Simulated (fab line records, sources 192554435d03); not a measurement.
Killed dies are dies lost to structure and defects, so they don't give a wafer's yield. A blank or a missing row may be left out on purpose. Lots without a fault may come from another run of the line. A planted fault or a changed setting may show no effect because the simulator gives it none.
fab line records | flow n5_finfet
record lots=7 wafers=18 last_day=17
route steps=1938 shown BEOL_M5@1162 PASSIVATION@1936
lots that met no fault: from a run of the same line without faults
start_h: hours from the record's first day to the start of the lot's first wafer shown | wait_h: hours since the lot's step before | " the same as in the row above | L1.1+2: a row that stands for several wafers | - no value, or no start given | * or withheld: withheld | < > ~ a bound
route shown NAME@n: a module of which the file shows steps, and the number in the route of the first | usual: mean/standard deviation of fault-free wafers | same: alike in all rows | chamber/n: place in a boat | sites: the reading at each site | _std_site: their standard deviation | _edge_site: outer sites' mean less inner sites' | radius_mm: how far each site lies from the wafer's centre | mask NAME#n: copy n | behind: the tool/chamber that last shaped the wafer | hold: why the lot was held/for how many hours/how that ended | device: the transistor (n, p or np) that didn't switch | end of line: the same wafers' tests at the end of the route | a step without rows: its recipe alone | killed: dies lost to structure and defects at the first sort, not the wafer's yield | map: a wafer's dies, x killed, . not, _ none there
set.NAME: the setting as run; set.NAME@STEP: as run at that earlier step | model.NAME: the simulator's own value behind a step, which no gauge read
lots at some steps of the route; a table a step, a row a wafer
services: from which hour (start_h, from the record's first day; less than 0 if before it) a tool's chamber was out of use, for how many hours, and why
## steps
# step N5_BEOL_M5_STRIP_91
# recipe chemistry=N2/H2 time_s=10 power_w=450 temp_c=40 pressure_mtorr=20 rf_frequency_hz=6e+07 bias_power_w=7 n2_flow_sccm=200 h2_flow_sccm=200
# step N5_BEOL_M5_OCD_MEAS_38
# usual trench_depth_nm=70.7/1.1
# columns lot.wafer tool chamber start_h wait_h trench_depth_nm
L504.1 ocd-02 - 198.61 - 72.9
L504.4 " - " " 72.1
L504.5 " - " " 70.2
L505.2 ocd-01 - 213.22 - 71.9
L505.3 " - " " 69.8
L505.5 " - " " 70.3
L516.2 ocd-02 - 276.63 - 69.8
L516.4 " - " " 72.5
L520.2 ocd-02 - 298.59 - 69.8
L520.6 " - " " 70.8
L517.4 ocd-01 - 305.44 - 73.8
L517.6 " - " " 71.4
L521.1 ocd-02 - 305.86 - 71.0
L521.2 " - " " 73.1
L521.5 " - " " 69.6
L523.1 ocd-02 - 314.38 - 70.4
L523.2 " - " " 69.6
L523.4 " - " " 71.0
# step N5_BEOL_M5_HM_STRIP_39
# recipe chemistry=peroxide_tin_strip material=TiN target_depth_a=250 temp_c=50 time_s=158
# step N5_BEOL_M5_SRD_40
# recipe time_s=30 temp_c=23 rinse_liquid=diw dry=ipa_marangoni
# step N5_BEOL_M5_PRECLEAN_42
# recipe chemistry=residue_remover time_s=60 temp_c=40
# step N5_BEOL_M5_SRD_43
# recipe time_s=30 temp_c=23 rinse_liquid=diw dry=ipa_marangoni
# step N5_BEOL_M5_CD_MEAS_35
# recipe target_cd_nm=28 target_cd_y_nm=24 polarity=opening
# usual cd_nm=28.0/0.38
# columns lot.wafer tool chamber start_h wait_h cd_nm
L504.1 cd_sem-03 - 198.78 0.0 28.2
L504.4 " - " " 28.7
L504.5 " - " " 28.4
L505.2 cd_sem-03 - 213.48 0.0 27.5
L505.3 " - " " 27.3
L505.5 " - " " 27.7
L516.2 cd_sem-03 - 276.79 0.0 28.0
L516.4 " - " " 27.6
L520.2 cd_sem-02 - 298.76 0.0 28.1
L520.6 " - " " 27.7
L517.4 cd_sem-01 - 305.60 0.0 27.7
L517.6 " - " " 27.9
L521.1 cd_sem-01 - 306.03 0.0 27.9
L521.2 " - " " 28.0
L521.5 " - " " 27.9
L523.1 cd_sem-02 - 314.53 0.0 27.9
L523.2 " - " " 27.9
L523.4 " - " " 28.4
# step N5_BEOL_M5_CURE_80
# recipe temp_c=370 time_s=120 ambient=DMADMS/He material=SiCOH_lowk
# usual lamp_power_pct=52.31/0.056 wafer_temp_C_max=371.5/0.51
# columns lot.wafer tool chamber start_h wait_h lamp_power_pct wafer_temp_C_max
L504.1 uv_cure-01 0 198.82 0.0 52.30 372.3
L504.4 " 0 " " 52.32 372.5
L504.5 " 0 " " 52.23 372.4
L505.2 uv_cure-03 2 213.62 0.1 52.21 371.1
L505.3 " 2 " " 52.34 370.7
L505.5 " 2 " " 52.39 371.6
L516.2 uv_cure-03 0 276.99 0.2 52.35 370.8
L516.4 " 0 " " 52.28 370.9
L520.2 uv_cure-01 1 298.85 0.1 52.25 371.1
L520.6 " 1 " " 52.40 370.9
L517.4 uv_cure-03 0 305.79 0.2 52.31 371.0
L517.6 " 0 " " 52.36 371.3
L521.1 uv_cure-03 0 306.46 0.4 52.42 370.8
L521.2 " 0 " " 52.19 370.7
L521.5 " 0 " " 52.20 371.2
L523.1 uv_cure-02 1 314.61 0.1 52.25 372.0
L523.2 " 1 " " 52.32 372.7
L523.4 " 1 " " 52.31 371.6
# step N5_BEOL_M5_DEGAS_44
# recipe ambient=vacuum temp_c=250 time_s=60
# usual heater_power_w=334/39
# columns lot.wafer tool chamber start_h wait_h heater_power_w
L504.1 pvd_sputter-01 - 199.83 0.9 285
L504.4 " - " " 358
L504.5 " - " " 297
L505.2 pvd_sputter-02 - 214.33 0.6 380
L505.3 " - " " 404
L505.5 " - " " 267
L516.2 pvd_sputter-03 - 277.64 0.6 335
L516.4 " - " " 326
L520.2 pvd_sputter-03 - 299.19 0.3 337
L520.6 " - " " 301
L517.4 pvd_sputter-03 - 306.00 0.2 334
L517.6 " - " " 333
L521.1 pvd_sputter-03 - 306.86 0.3 321
L521.2 " - " " 329
L521.5 " - " " 345
L523.1 pvd_sputter-03 - 315.37 0.7 335
L523.2 " - " " 335
L523.4 " - " " 339
# step N5_BEOL_M5_PRE_CLEAN_45
# recipe gas=H2/He time_s=30 temp_c=250
# usual heater_power_w=335/39
# columns lot.wafer tool chamber start_h wait_h heater_power_w
L504.1 pvd_sputter-01 - 199.87 0.0 295
L504.4 " - " " 363
L504.5 " - " " 299
L505.2 pvd_sputter-02 - 214.37 0.0 377
L505.3 " - " " 399
L505.5 " - " " 272
L516.2 pvd_sputter-03 - 277.68 0.0 343
L516.4 " - " " 331
L520.2 pvd_sputter-03 - 299.23 0.0 332
L520.6 " - " " 304
L517.4 pvd_sputter-03 - 306.04 0.0 338
L517.6 " - " " 335
L521.1 pvd_sputter-03 - 306.90 0.0 326
L521.2 " - " " 348
L521.5 " - " " 332
L523.1 pvd_sputter-03 - 315.41 0.0 342
L523.2 " - " " 327
L523.4 " - " " 345
# step N5_BEOL_M5_ALD_86
# recipe material=TaN target_thk_a=* temp_c=275 ald_precursor_family=PDMAT ald_co_reactant=NH3 pressure_torr=3 carrier_flow_sccm=1500 pulse_time_s=2 purge_time_s=3 co_reactant_purge_time_s=2 co_reactant_pulse_time_s=3 ald_cycles=30 precursor_vessel_temp_c=75 precursor_vessel_pressure_torr=26.25 precursor_vessel_carrier_sccm=1000
# step N5_BEOL_M5_SURFACE_TREAT_87
# recipe gas=Ar time_s=* ion_energy_ev=* ion_current_ma_cm2=0.5 pressure_mtorr=* ar_flow_sccm=30
# usual pressure_mtorr=* throttle_valve_pct=*
# columns lot.wafer tool chamber start_h wait_h pressure_mtorr throttle_valve_pct
L504.1 pvd_sputter-03 - 200.20 0.2 * *
L504.4 " - " " * *
L504.5 " - " " * *
L505.2 pvd_sputter-02 - 214.89 0.4 * *
L505.3 " - " " * *
L505.5 " - " " * *
L516.2 pvd_sputter-03 - 278.04 0.1 * *
L516.4 " - " " * *
L520.2 pvd_sputter-03 - 299.52 0.1 * *
L520.6 " - " " * *
L517.4 pvd_sputter-02 - 306.35 0.1 * *
L517.6 " - " " * *
L521.1 pvd_sputter-03 - 307.26 0.2 * *
L521.2 " - " " * *
L521.5 " - " " * *
L523.1 pvd_sputter-02 - 315.98 0.4 * *
L523.2 " - " " * *
L523.4 " - " " * *
# step N5_BEOL_M5_CVD_47
# recipe material=Co target_thk_a=30 temp_c=withheld precursor=CCTBA/H2 pressure_torr=30 time_s=216
# usual run_length_s=239.1/0.39
# columns lot.wafer tool chamber start_h wait_h run_length_s
L504.1 cvd_co-02 1 200.49 0.3 238.3
L504.4 " 2 " " 239.2
L504.5 " 1 " " 238.5
L505.2 cvd_co-01 1 215.05 0.1 239.0
L505.3 " 1 " " 239.1
L505.5 " 1 " " 239.6
L516.2 cvd_co-01 0 278.12 0.1 239.2
L516.4 " 0 " " 141.0
L520.2 cvd_co-01 0 299.73 0.2 240.0
L520.6 " 1 " " 141.2
L517.4 cvd_co-01 0 306.48 0.1 141.8
L517.6 " 0 " " 141.0
L521.1 cvd_co-02 1 307.45 0.2 239.2
L521.2 " 0 " " 239.7
L521.5 " 1 " " 238.3
L523.1 cvd_co-02 0 316.08 0.1 238.9
L523.2 " 1 " " 238.3
L523.4 " 0 " " 238.8
# step N5_BEOL_M5_SPUTTER_48
# recipe material=Cu target_thk_a=150 temp_c=-20 chamber_pressure_pa=0.07 power_w=withheld time_s=27.62
# usual throttle_valve_pct=29.9/1.2
# columns lot.wafer tool chamber start_h wait_h throttle_valve_pct
L504.1 pvd_sputter-01 - 200.71 0.1 30.1
L504.4 " - " " 29.8
L504.5 " - " " 30.0
L505.2 pvd_sputter-01 - 215.28 0.2 29.6
L505.3 " - " " 29.5
L505.5 " - " " 30.3
L516.2 pvd_sputter-01 - 278.41 0.2 30.2
L516.4 " - " " 28.8
L520.2 pvd_sputter-01 - 300.14 0.3 29.6
L520.6 " - " " 28.8
L517.4 pvd_sputter-02 - 306.69 0.1 31.3
L517.6 " - " " 30.4
L521.1 pvd_sputter-03 - 307.67 0.2 31.3
L521.2 " - " " 30.8
L521.5 " - " " 31.3
L523.1 pvd_sputter-02 - 316.40 0.3 27.4
L523.2 " - " " 31.1
L523.4 " - " " 30.5
# step N5_PASSIVATION_PROBE_49
# usual defect_limited_yield=91.2/1.6 killed_at_M0_to_M3=31/10 killed_at_M4_up=14/4.4 killed_at_contacts=13/6 killed_at_front_end=43/13 killed_at_other=3.5/2.6 killed_dies=104/18 killed_open=68/14 killed_short=34/8.1 sort_bin_4_leakage=0.01/0.073 sort_bin_5_function=5.1/1.1 sort_bin_6_memory=3.3/0.68 sort_n_pass=1076/18 sort_yield_pct=91.2/1.6
# same gross_dies=1180 killed_at_back_side=0 sort_bin_8_speed[%]=0
# columns lot.wafer tool chamber start_h wait_h defect_limited_yield[%] killed_at_M0_to_M3 killed_at_M4_up killed_at_contacts killed_at_front_end killed_at_other killed_dies killed_open killed_short sort_bin_4_leakage[%] sort_bin_5_function[%] sort_bin_6_memory[%] sort_n_pass sort_yield_pct[%]
L520.2 prober-01 - 406.24 0.6 90.6 33 12 12 47 7 111 78 32 0 6.0 3.2 1069 90.6
L520.6 prober-01 - 406.44 0.8 92.0 34 9 18 30 3 94 67 26 0 5.3 2.4 1086 92.0
L517.6 prober-01 - 409.63 0.3 91.9 25 11 25 28 6 95 65 29 0 4.6 3.1 1085 91.9
# killed by level:class
L520.2 FIN_SAQP:geometric_particle:open=16 MOL_CONTACT_COAG:geometric_particle:open=10 BEOL_M1:geometric_particle:open=8 BEOL_M4:geometric_particle:open=8 BEOL_M0_SAQP:geometric_particle:open=7 BEOL_M0_SAQP:geometric_particle:short=6 FIN_SAQP:geometric_particle:short=5 STI_FIN_REVEAL:geometric_particle:open=5
L520.6 MOL_CONTACT_COAG:geometric_particle:open=16 BEOL_M0_SAQP:geometric_particle:open=9 BEOL_M1:geometric_particle:open=9 FIN_SAQP:geometric_particle:open=8 BEOL_M0_SAQP:geometric_particle:short=8 BEOL_M2:geometric_particle:open=7 FIN_SAQP:geometric_particle:short=5 STI_FIN_REVEAL:geometric_particle:open=5
L517.6 MOL_CONTACT_COAG:geometric_particle:open=20 BEOL_M2:geometric_particle:open=11 BEOL_M0_SAQP:geometric_particle:short=6 MOL_CONTACT_COAG:geometric_particle:short=5 GATE_CUT:geometric_particle:short=4 BEOL_M0_SAQP:geometric_particle:open=4 STARTING-WAFER:geometric_particle:short=4 STI_FIN_REVEAL:geometric_particle:open=3
## services
# columns tool chamber start_h hours kind
uv_cure-02 - 178.14 4.1 repair
uv_cure-03 - 184.24 0.7 repair
cvd_co-01 2 188.77 197.0 repair
uv_cure-01 - 189.73 6.0 pm
cvd_co-02 - 212.38 6.0 pm
cvd_co-01 0 242.33 9.0 repair
uv_cure-03 - 245.54 2.1 pm
pvd_sputter-01 - 254.97 2.7 repair
cvd_co-02 - 266.63 6.9 pm
uv_cure-01 - 303.50 7.5 pm
## key
first_sign step=N5_BEOL_M5_CVD_47 reading=run_length_s direction=down sigmas=99+ usual=* struck=*
effect none on later readings
met_at N5_BEOL_M5_CVD_47
struck_wafers L516.4,L517.4,L517.6,L520.6
onset_between 215.05 278.12
fault kind=process_parameter_drift tool=cvd_co-01 chamber=- onset_h=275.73 steps=N5_BEOL_M5_CVD_47 channel=time_s offset=* shape=step end_h=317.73 scope=struck_wafers_only acts_in=* stated=*
